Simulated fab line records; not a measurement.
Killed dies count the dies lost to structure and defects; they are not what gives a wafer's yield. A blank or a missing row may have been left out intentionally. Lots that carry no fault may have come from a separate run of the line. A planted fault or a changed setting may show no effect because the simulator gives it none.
fab line records	flow n5_finfet	part 1 of 2: steps 1 to 20 of 27
record lots=5	wafers=15	last_day=18
route steps=1938 shown BEOL_M8@1350
lots that met no fault: from a run of the same line without faults
start_h: hours from the record's first day to the start of the lot's first wafer shown	wait_h: how many hours have passed since the lot's step before this one	" identical to the entry in the row above	L1.1+2: a single row standing in for several wafers	- either no value or no given start	* or withheld: withheld	< > ~ a bound
route shown NAME@n: a module of which the file shows steps, and the number in the route of the first	usual: mean and standard deviation over wafers with no fault	same: alike in all rows	chamber/n: place in a boat	sites: each site's reading	_std_site: how widely they spread, as a standard deviation	_edge_site: inner sites' mean taken away from outer sites' mean	radius_mm: how far each site lies from the wafer's centre	mask NAME#n: copy n	behind: tool/chamber where the wafer was last shaped	hold: cause of the lot's hold/its duration in hours/its outcome	device: whichever transistor did not switch (one of n, p or np)	end of line: tests run on the same wafers once the route is complete	a step with no rows: only its recipe	killed: dies lost to structure and defects at the first sort, not the wafer's yield	map: shows each die of a wafer: x if killed, . if not, _ if none is there
set.NAME: the setting the step ran with; set.NAME@STEP: the setting that earlier step ran with	model.NAME: the simulator's own value behind a step, which no gauge read
a table for each step, a row for each wafer; lots at some steps of the route
services: when a tool's chamber went out of use (start_h, in hours from the record's first day, below 0 if earlier), for how many hours, and the reason
## steps
# step N5_BEOL_M8_ETCH_62
# recipe chemistry=N2/H2	target=SOC	target_depth_a=1100	overetch_a=220	mask_material=SiARC	temp_c=40	time_s=165	ion_energy_ev=200	pressure_mtorr=30	source_w=840	bias_w=150	n2_flow_sccm=200	h2_flow_sccm=200
# usual drypump_motor_current_A=5.75/0.3	oes_product_au=0.68/0.062	rf_vpp_V=524.0/2.4	showerhead_plenum_p_Torr=2.54/0.078	throttle_valve_pct=17.84/0.28
lot.wafer	tool	chamber	start_h	wait_h	drypump_motor_current_A	oes_product_au	rf_hours_counter_h	rf_vpp_V	showerhead_plenum_p_Torr	throttle_valve_pct
L074.2	rie_diel-05	2	213.72	0.0	5.84	0.76	28	523.2	2.51	18.29
L074.4	"	3	"	"	5.31	0.77	18	522.9	2.48	17.96
L074.6	"	3	"	"	5.29	0.76	-	523.3	2.48	17.97
L075.1	rie_diel-05	1	217.82	0.0	5.83	0.72	57	526.4	2.57	17.35
L075.2	"	3	"	"	5.28	0.76	19	522.7	2.48	17.98
L075.5	"	0	"	"	5.80	0.62	-	523.3	2.52	17.83
L085.1	rie_diel-03	3	288.06	0.0	5.65	0.66	103	524.0	2.56	17.71
L085.2	"	0	"	"	5.55	0.57	233	526.8	2.60	18.26
L085.4	"	3	"	"	5.65	0.66	-	524.7	2.56	17.73
L089.1	rie_diel-01	2	298.87	0.0	6.18	0.73	60	525.5	2.57	17.73
L089.3	"	0	"	"	6.23	0.64	170	523.5	2.52	17.89
L089.5	"	2	"	"	6.18	0.73	-	528.3	2.57	17.76
L097.2	rie_diel-05	3	360.14	0.0	5.28	0.69	75	522.3	2.46	18.06
L097.3	"	0	"	"	5.81	0.60	242	522.6	2.50	17.90
L097.6	"	2	"	"	5.86	0.70	-	521.1	2.49	18.40
# step N5_BEOL_M8_STRIP_68
# recipe chemistry=N2/H2	temp_c=40	n2_flow_sccm=200	h2_flow_sccm=200	rf_frequency_hz=6e+07
lot.wafer	tool	chamber	start_h	wait_h
L074.2+4+6	rie_diel-05	2,3,3	213.86	0.1
L075.1+2+5	rie_diel-05	1,3,0	217.96	0.1
L085.1+2+4	rie_diel-03	3,0,3	288.19	0.1
L089.1+3+5	rie_diel-01	2,0,2	299.01	0.1
L097.2+3+6	rie_diel-05	3,0,2	360.28	0.1
# step N5_BEOL_M8_STRIP_67
# recipe chemistry=CF4	resist=SiARC	power_w=300	bias_power_w=75	pressure_mtorr=50	cf4_flow_sccm=150	rf_frequency_hz=6e+07
# usual drypump_motor_current_A=5.73/0.3	oes_product_au=0.80/0.073	rf_vpp_V=271.1/1.5	showerhead_plenum_p_Torr=1.80/0.05	throttle_valve_pct=13.64/0.22
lot.wafer	tool	chamber	start_h	wait_h	drypump_motor_current_A	oes_product_au	rf_hours_counter_h	rf_vpp_V	showerhead_plenum_p_Torr	throttle_valve_pct
L074.2	rie_diel-05	2	213.87	0.0	5.82	0.90	28	268.8	1.78	13.81
L074.4	"	3	"	"	5.26	0.91	18	268.7	1.77	13.73
L074.6	"	3	"	"	5.28	0.91	-	272.5	1.77	13.74
L075.1	rie_diel-05	1	217.97	0.0	5.83	0.86	57	270.8	1.85	13.38
L075.2	"	3	"	"	5.27	0.90	19	268.8	1.77	13.72
L075.5	"	0	"	"	5.81	0.73	-	272.9	1.77	13.59
L085.1	rie_diel-03	3	288.20	0.0	5.63	0.79	103	270.3	1.80	13.46
L085.2	"	0	"	"	5.54	0.67	233	273.0	1.84	14.11
L085.4	"	3	"	"	5.60	0.79	-	271.7	1.80	13.48
L089.1	rie_diel-01	2	299.02	0.0	6.18	0.87	60	272.6	1.81	13.51
L089.3	"	0	"	"	6.20	0.75	170	271.2	1.80	13.86
L089.5	"	2	"	"	6.17	0.86	-	270.1	1.81	13.50
L097.2	rie_diel-05	3	360.29	0.0	5.29	0.82	75	268.5	1.75	13.88
L097.3	"	0	"	"	5.77	0.71	242	271.6	1.75	13.73
L097.6	"	2	"	"	5.85	0.82	-	270.7	1.76	13.94
# step N5_BEOL_M8_HM_OPEN_17
# recipe chemistry=Cl2/BCl3	target_depth_a=200	overetch_a=60	target=TiN	mask_material=SOC	ion_energy_ev=150	pressure_mtorr=10	icp_w=1000	bias_w=126	Cl2_flow_sccm=53.25	bcl3_flow_sccm=21.75	Ar_flow_sccm=25
# usual drypump_motor_current_A=5.6/0.47	oes_product_au=0.65/0.092	throttle_valve_pct=22.06/0.26
lot.wafer	tool	chamber	start_h	wait_h	drypump_motor_current_A	oes_product_au	rf_hours_counter_h	throttle_valve_pct
L074.2	rie_metal-03	1	213.91	0.0	5.8	0.53	109	21.68
L074.4	"	1	"	"	5.8	0.53	-	21.67
L074.6	"	0	"	"	4.7	0.59	-	22.03
L075.1	rie_metal-02	1	218.01	0.0	5.4	0.74	17	21.90
L075.2	"	0	"	"	5.7	0.54	110	22.49
L075.5	"	0	"	"	5.7	0.54	-	22.50
L085.1	rie_metal-03	1	288.24	0.0	5.8	0.53	114	21.68
L085.2	"	0	"	"	4.7	0.60	72	22.04
L085.4	"	1	"	"	5.8	0.53	-	21.67
L089.1	rie_metal-01	1	299.06	0.0	5.9	0.66	34	22.23
L089.3	"	0	"	"	6.4	0.76	-	22.09
L089.5	"	0	"	"	6.4	0.76	-	22.09
L097.2	rie_metal-03	0	360.33	0.0	4.7	0.59	80	22.05
L097.3	"	1	"	"	5.8	0.78	-	21.39
L097.6	"	0	"	"	4.8	0.58	-	22.02
# step N5_BEOL_M8_STRIP_19
# recipe chemistry=O2	power_w=400	temp_c=40	pressure_mtorr=30	rf_frequency_hz=6e+07	bias_power_w=0	overash_fraction=0.2	o2_flow_sccm=225
# usual drypump_motor_current_A=5.69/0.29	oes_product_au=0.80/0.085	rf_vpp_V=3.7/0.58	showerhead_plenum_p_Torr=2.10/0.081	throttle_valve_pct=16.71/0.19
# same overash_fraction=0.2
lot.wafer	tool	chamber	start_h	wait_h	drypump_motor_current_A	oes_product_au	rf_hours_counter_h	rf_vpp_V	showerhead_plenum_p_Torr	throttle_valve_pct
L074.2	rie_diel-03	2	214.05	0.1	5.71	0.73	180	3.3	2.00	16.67
L074.4	"	1	"	"	5.37	0.70	228	3.1	1.97	16.91
L074.6	"	2	"	"	5.71	0.73	-	4.3	2.00	16.67
L075.1	rie_diel-05	0	218.16	0.1	5.81	0.75	195	4.3	2.06	16.57
L075.2	"	1	"	"	5.83	0.87	57	2.8	2.15	16.48
L075.5	"	3	"	"	5.27	0.92	-	4.5	2.03	16.76
L085.1	rie_diel-01	2	288.41	0.1	6.19	0.89	55	4.4	2.11	16.56
L085.2	"	1	"	"	5.94	0.75	147	3.0	2.21	16.74
L085.4	"	0	"	"	6.20	0.74	165	3.5	2.07	16.77
L089.1	rie_diel-03	3	299.17	0.1	5.63	0.78	107	4.5	2.11	16.58
L089.3	"	1	"	"	5.38	0.98	2	3.5	2.23	16.58
L089.5	"	1	"	"	5.38	0.98	-	2.8	2.23	16.57
L097.2	rie_diel-03	2	360.79	0.4	5.71	0.70	236	3.7	1.98	16.76
L097.3	"	1	"	"	5.36	0.90	-	2.1	2.22	16.62
L097.6	"	2	"	"	5.70	0.69	-	4.8	1.98	16.76
# step N5_BEOL_M8_CD_MEAS_18
# recipe pitch_nm=80	target_cd_nm=40
# usual cd_nm=39.6/0.78
lot.wafer	tool	chamber	start_h	wait_h	cd_nm
L074.2	cd_sem-02	-	214.13	0.1	40.4
L074.4	"	-	"	"	39.6
L074.6	"	-	"	"	39.4
L075.1	cd_sem-01	-	218.22	0.0	39.8
L075.2	"	-	"	"	39.4
L075.5	"	-	"	"	39.3
L085.1	cd_sem-02	-	288.48	0.0	39.7
L085.2	"	-	"	"	39.6
L085.4	"	-	"	"	39.7
L089.1	cd_sem-03	-	299.24	0.0	39.9
L089.3	"	-	"	"	39.7
L089.5	"	-	"	"	40.4
L097.2	cd_sem-03	-	360.88	0.1	39.1
L097.3	"	-	"	"	39.4
L097.6	"	-	"	"	39.6
# step N5_BEOL_M8_COAT_63
# recipe resist=SOC	temp_c=250	time_s=60	spin_rpm=1500	resist_thk_nm=60
# usual heater_power_total_W=500.6/1.8
lot.wafer	tool	chamber	start_h	wait_h	heater_power_total_W
L074.2	litho_track-03	0	216.79	2.7	499.9
L074.4	"	0	"	"	498.7
L074.6	"	0	"	"	502.9
L075.1	litho_track-04	0	220.44	2.2	498.1
L075.2	"	0	"	"	502.9
L075.5	"	0	"	"	503.2
L085.1	litho_track-04	0	294.00	5.5	502.3
L085.2	"	0	"	"	499.8
L085.4	"	0	"	"	499.8
L089.1	litho_track-04	0	300.54	1.3	499.2
L089.3	"	0	"	"	501.3
L089.5	"	0	"	"	501.7
L097.2	litho_track-05	0	360.91	0.0	501.4
L097.3	"	0	"	"	499.1
L097.6	"	0	"	"	500.9
# step N5_BEOL_M8_COAT_64
# recipe resist=SiARC	temp_c=220	time_s=60	spin_rpm=1500	resist_thk_nm=12
# usual heater_power_total_W=427.4/2.1
lot.wafer	tool	chamber	start_h	wait_h	heater_power_total_W
L074.2	litho_track-03	0	-	-	425.2
L074.4	"	0	"	"	424.4
L074.6	"	0	"	"	425.8
L075.1	litho_track-04	0	-	-	430.6
L075.2	"	0	"	"	425.3
L075.5	"	0	"	"	425.6
L085.1	litho_track-04	0	-	-	424.4
L085.2	"	0	"	"	427.5
L085.4	"	0	"	"	427.2
L089.1	litho_track-04	0	-	-	426.2
L089.3	"	0	"	"	429.6
L089.5	"	0	"	"	429.8
L097.2	litho_track-05	0	-	-	428.7
L097.3	"	0	"	"	429.9
L097.6	"	0	"	"	429.2
# step N5_BEOL_M8_COAT_71
# recipe resist=underlayer	temp_c=205	time_s=60	spin_rpm=1500	resist_thk_nm=5
# usual heater_power_total_W=391.6/1.4
lot.wafer	tool	chamber	start_h	wait_h	heater_power_total_W
L074.2	litho_track-03	0	-	-	393.3
L074.4	"	0	"	"	390.3
L074.6	"	0	"	"	389.7
L075.1	litho_track-04	0	-	-	393.3
L075.2	"	0	"	"	393.3
L075.5	"	0	"	"	389.5
L085.1	litho_track-04	0	-	-	391.8
L085.2	"	0	"	"	392.9
L085.4	"	0	"	"	390.5
L089.1	litho_track-04	0	-	-	389.6
L089.3	"	0	"	"	389.5
L089.5	"	0	"	"	392.2
L097.2	litho_track-05	0	-	-	390.9
L097.3	"	0	"	"	394.1
L097.6	"	0	"	"	393.8
# step N5_BEOL_M8_COAT_22
# recipe resist=CAR-EUV	spin_rpm=1500	resist_thk_nm=30
lot.wafer	tool	chamber	start_h	wait_h
L074.2+4+6	litho_track-03	0	-	-
L075.1+2+5	litho_track-04	0	-	-
L085.1+2+4	litho_track-04	0	-	-
L089.1+3+5	litho_track-04	0	-	-
L097.2+3+6	litho_track-05	0	-	-
# step N5_BEOL_M8_EBR_24
# recipe solvent=PGMEA	ebr_width_mm=1.5
lot.wafer	tool	chamber	start_h	wait_h
L074.2+4+6	litho_track-03	0	-	-
L075.1+2+5	litho_track-04	0	-	-
L085.1+2+4	litho_track-04	0	-	-
L089.1+3+5	litho_track-04	0	-	-
L097.2+3+6	litho_track-05	0	-	-
# step N5_BEOL_M8_SOFTBAKE_23
# recipe temp_c=110	time_s=60	resist=CAR-EUV
# usual heater_power_total_W=175.5/1.7
lot.wafer	tool	chamber	start_h	wait_h	heater_power_total_W
L074.2	litho_track-03	0	-	-	174.0
L074.4	"	0	"	"	176.1
L074.6	"	0	"	"	177.3
L075.1	litho_track-04	0	-	-	176.4
L075.2	"	0	"	"	173.1
L075.5	"	0	"	"	173.0
L085.1	litho_track-04	0	-	-	173.9
L085.2	"	0	"	"	177.3
L085.4	"	0	"	"	177.5
L089.1	litho_track-04	0	-	-	173.0
L089.3	"	0	"	"	176.3
L089.5	"	0	"	"	177.4
L097.2	litho_track-05	0	-	-	174.5
L097.3	"	0	"	"	173.3
L097.6	"	0	"	"	175.9
# step N5_BEOL_M8_EXPOSE_25
# recipe mask_id=V7	na=0.33	source_shape=annular	sigma_inner=0.4	sigma_outer=0.8	polarization=unpolarized	target_cd_nm=40	dose_mj=42.5
# usual stage_msd_nm=0.872/0.017
lot.wafer	tool	chamber	start_h	wait_h	mask	stage_msd_nm
L074.2	euv_scanner-02	0	217.06	-	V7#0	0.841
L074.4	"	0	"	"	V7#0	0.837
L074.6	"	0	"	"	V7#0	0.843
L075.1	euv_scanner-01	0	220.58	-	V7#0	0.882
L075.2	"	0	"	"	V7#0	0.882
L075.5	"	0	"	"	V7#0	0.882
L085.1	euv_scanner-01	0	294.13	-	V7#0	0.884
L085.2	"	0	"	"	V7#0	0.882
L085.4	"	0	"	"	V7#0	0.884
L089.1	euv_scanner-02	0	300.68	-	V7#0	0.859
L089.3	"	0	"	"	V7#0	0.859
L089.5	"	0	"	"	V7#0	0.856
L097.2	euv_scanner-02	0	361.18	-	V7#0	0.876
L097.3	"	0	"	"	V7#0	0.871
L097.6	"	0	"	"	V7#0	0.874
# step N5_BEOL_M8_PEB_26
# recipe peb_temp_c=100	peb_time_s=60	resist=CAR-EUV
# usual heater_power_total_W=154.1/1.1
lot.wafer	tool	chamber	start_h	wait_h	heater_power_total_W
L074.2	litho_track-03	0	217.12	0.1	155.3
L074.4	"	0	"	"	153.8
L074.6	"	0	"	"	155.1
L075.1	litho_track-05	0	220.64	0.1	155.7
L075.2	"	0	"	"	153.6
L075.5	"	0	"	"	155.4
L085.1	litho_track-04	0	294.20	0.1	155.7
L085.2	"	0	"	"	155.6
L085.4	"	0	"	"	153.9
L089.1	litho_track-05	0	300.74	0.1	152.9
L089.3	"	0	"	"	152.3
L089.5	"	0	"	"	154.5
L097.2	litho_track-05	0	361.24	0.1	152.8
L097.3	"	0	"	"	155.0
L097.6	"	0	"	"	153.7
# step N5_BEOL_M8_DEVELOP_27
# recipe develop_time_s=30	developer=TMAH	resist=CAR-EUV	rinse_liquid=surfactant_rinse	dry=air_spin	dev_temp_c=23
lot.wafer	tool	chamber	start_h	wait_h
L074.2+4+6	litho_track-03	0	-	-
L075.1+2+5	litho_track-05	0	-	-
L085.1+2+4	litho_track-04	0	-	-
L089.1+3+5	litho_track-05	0	-	-
L097.2+3+6	litho_track-05	0	-	-
# step N5_BEOL_M8_CD_MEAS_28
# recipe target_cd_nm=40	landing_energy_ev=500	detector=se_inlens
# usual cd_nm=39.99/0.25
lot.wafer	tool	chamber	start_h	wait_h	cd_nm
L074.2	cd_sem-03	0	217.18	-	40.03
L074.4	"	0	"	"	40.10
L074.6	"	0	"	"	39.85
L075.1	cd_sem-01	0	220.71	-	40.33
L075.2	"	0	"	"	39.62
L075.5	"	0	"	"	40.06
L085.1	cd_sem-02	0	294.27	-	40.13
L085.2	"	0	"	"	40.50
L085.4	"	0	"	"	40.36
L089.1	cd_sem-03	0	300.81	-	39.98
L089.3	"	0	"	"	39.80
L089.5	"	0	"	"	40.08
L097.2	cd_sem-03	0	361.31	-	40.29
L097.3	"	0	"	"	40.12
L097.6	"	0	"	"	39.97
# step N5_BEOL_M8_OVL_MEAS_29
# recipe points_per_wafer=522
# usual V7_OVL=-0.2/0.75
lot.wafer	tool	chamber	start_h	wait_h	V7_OVL[nm]
L074.2	overlay-01	0	217.22	0.0	-0.8
L074.4	"	0	"	"	-0.8
L074.6	"	0	"	"	-0.9
L075.1	overlay-01	0	220.74	0.0	0.7
L075.2	"	0	"	"	0.5
L075.5	"	0	"	"	0.5
L085.1	overlay-02	0	294.30	0.0	-1.4
L085.2	"	0	"	"	-1.6
L085.4	"	0	"	"	-0.7
L089.1	overlay-01	0	300.84	0.0	-0.1
L089.3	"	0	"	"	-0.1
L089.5	"	0	"	"	-0.7
L097.2	overlay-02	0	361.34	0.0	-0.4
L097.3	"	0	"	"	-2.1
L097.6	"	0	"	"	-0.6
# step N5_BEOL_M8_INSPECT_30
# recipe mode=adi	inspect_instrument=brightfield
# usual raw_defect_count=422/74
lot.wafer	tool	chamber	start_h	wait_h	raw_defect_count
L074.2	defect_inspect-02	-	217.27	0.0	430
L074.4	"	-	"	"	408
L074.6	"	-	"	"	306
L075.1	defect_inspect-02	-	220.80	0.1	366
L075.2	"	-	"	"	336
L075.5	"	-	"	"	341
L085.1	defect_inspect-02	-	294.35	0.1	464
L085.2	"	-	"	"	418
L085.4	"	-	"	"	526
L089.1	defect_inspect-02	-	300.90	0.1	364
L089.3	"	-	"	"	448
L089.5	"	-	"	"	424
L097.2	defect_inspect-02	-	361.40	0.0	421
L097.3	"	-	"	"	383
L097.6	"	-	"	"	389
# step N5_BEOL_M8_DESCUM_33
# recipe chemistry=O2	time_s=7	source_power_w=50	bias_power_w=20	pressure_mtorr=20	rf_frequency_hz=2.712e+07	temp_c=40	resist=CAR-EUV	o2_flow_sccm=225
# usual drypump_motor_current_A=5.69/0.28	oes_product_au=0.79/0.086	rf_vpp_V=243.1/1.4	showerhead_plenum_p_Torr=2.09/0.079	throttle_valve_pct=20.49/0.18
lot.wafer	tool	chamber	start_h	wait_h	drypump_motor_current_A	oes_product_au	rf_hours_counter_h	rf_vpp_V	showerhead_plenum_p_Torr	throttle_valve_pct
L074.2	rie_diel-03	0	217.31	0.0	5.53	0.70	209	244.8	2.16	20.85
L074.4	"	1	"	"	5.39	0.70	229	241.6	1.97	20.59
L074.6	"	1	"	"	5.39	0.70	-	241.0	1.97	20.60
L075.1	rie_diel-05	2	221.16	0.4	5.84	0.92	31	243.6	2.04	20.65
L075.2	"	3	"	"	5.29	0.92	20	241.1	2.03	20.52
L075.5	"	3	"	"	5.27	0.92	-	241.4	2.03	20.52
L085.1	rie_diel-01	0	294.39	0.0	6.21	0.74	168	243.3	2.07	20.46
L085.2	"	2	"	"	6.18	0.88	58	244.4	2.11	20.34
L085.4	"	2	"	"	6.18	0.88	-	244.6	2.11	20.33
L089.1	rie_diel-05	0	300.93	0.0	5.83	0.73	221	242.0	2.04	20.26
L089.3	"	1	"	"	5.84	0.85	81	243.6	2.14	20.31
L089.5	"	2	"	"	5.84	0.87	-	241.2	2.03	20.69
L097.2	rie_diel-03	2	362.32	0.9	5.74	0.70	237	240.8	1.98	20.48
L097.3	"	1	"	"	5.36	0.91	-	243.8	2.21	20.46
L097.6	"	2	"	"	5.72	0.69	-	242.3	1.98	20.47
# step N5_BEOL_M8_ETCH_72
# recipe chemistry=N2/H2	target=underlayer	target_depth_a=65	mask_material=CAR-EUV	time_s=5.2	ion_energy_ev=200	pressure_mtorr=30	source_w=840	bias_w=150	n2_flow_sccm=200	h2_flow_sccm=200	ends=cleared
# usual drypump_motor_current_A=5.70/0.29	etch_rf_on_time_s=5.03/0.17	oes_product_au=0.68/0.076	rf_vpp_V=523.8/2.9	showerhead_plenum_p_Torr=2.53/0.086	throttle_valve_pct=17.93/0.24
lot.wafer	tool	chamber	start_h	wait_h	drypump_motor_current_A	etch_rf_on_time_s	oes_product_au	rf_hours_counter_h	rf_vpp_V	showerhead_plenum_p_Torr	throttle_valve_pct
L074.2	rie_diel-03	0	217.34	0.0	5.56	5.05	0.60	209	526.8	2.61	18.23
L074.4	"	1	"	"	5.39	5.00	0.61	229	518.3	2.37	17.90
L074.6	"	1	"	"	5.37	4.98	0.60	-	523.0	2.37	17.91
L075.1	rie_diel-05	2	221.19	0.0	5.86	4.85	0.79	31	520.1	2.51	18.36
L075.2	"	3	"	"	5.29	4.84	0.80	20	522.8	2.48	18.02
L075.5	"	3	"	"	5.31	4.87	0.80	-	523.6	2.48	18.02
L085.1	rie_diel-01	0	294.42	0.0	6.20	5.00	0.66	168	525.6	2.52	17.91
L085.2	"	2	"	"	6.19	4.96	0.77	58	524.0	2.57	17.79
L085.4	"	2	"	"	6.18	4.97	0.77	-	525.2	2.57	17.78
L089.1	rie_diel-05	0	300.97	0.0	5.81	5.10	0.61	221	523.8	2.51	17.89
L089.3	"	1	"	"	5.84	5.15	0.70	81	524.1	2.56	17.42
L089.5	"	2	"	"	5.86	4.93	0.75	-	521.9	2.50	18.39
L097.2	rie_diel-03	2	362.37	0.0	5.70	5.21	0.59	237	519.9	2.41	18.08
L097.3	"	1	"	"	5.34	5.03	0.78	-	528.4	2.67	17.67
L097.6	"	2	"	"	5.70	5.29	0.57	-	519.3	2.41	18.05
